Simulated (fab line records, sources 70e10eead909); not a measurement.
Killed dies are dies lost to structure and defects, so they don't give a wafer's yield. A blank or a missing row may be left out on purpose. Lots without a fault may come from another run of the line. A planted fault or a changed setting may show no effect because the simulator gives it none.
Which tool did it? | flow nand_harc | 7 lots, 21 wafers sampled, at 1 step of a route of 1302

WHAT THE GAUGES READ, wafer by wafer
NHARC_A_ONON_D1_THK_MEAS_02: measures by ellipsometry.
lot  | measured     | on            | thk_nm (nm)
L147 | day 8 12:19  | film_metro-01 | 1008 1008 1010
L149 | day 9 09:52  | film_metro-01 | 1002 1000 1002
L153 | day 11 03:46 | film_metro-01 | 992 988 991
L155 | day 12 09:23 | film_metro-01 | 1004 1003 1003
L164 | day 15 12:15 | film_metro-01 | 1000 1000 1001
L166 | day 16 17:05 | film_metro-01 | 996 995 994
L167 | day 17 02:55 | film_metro-01 | 999 998 998

WHICH TOOL RAN EACH LOT (tool, then ch and the chambers of the sampled wafers, then the start)
The record holds no process step before these readings.

THE ANSWER, worked out from the rows above alone
Rule: what is usual is taken from the lots themselves. Put in order of their means at a reading, lots are off if they are a third of the lots or fewer, leave a main group of 4 or more, and stand apart from it by a gap of 3 or more times the standard deviation of the main group's means; of several such gaps the widest counts. A main group whose means are all the same, to the digits that the tables above print for the reading, isn't used. A lot without any number at a reading at which 4 lots or more have one is off too. The other lots that the step has rows for count as sound.
No lot is off at any reading shown: from this, nothing can be told.

WHAT THE SIMULATOR HAD PUT IN
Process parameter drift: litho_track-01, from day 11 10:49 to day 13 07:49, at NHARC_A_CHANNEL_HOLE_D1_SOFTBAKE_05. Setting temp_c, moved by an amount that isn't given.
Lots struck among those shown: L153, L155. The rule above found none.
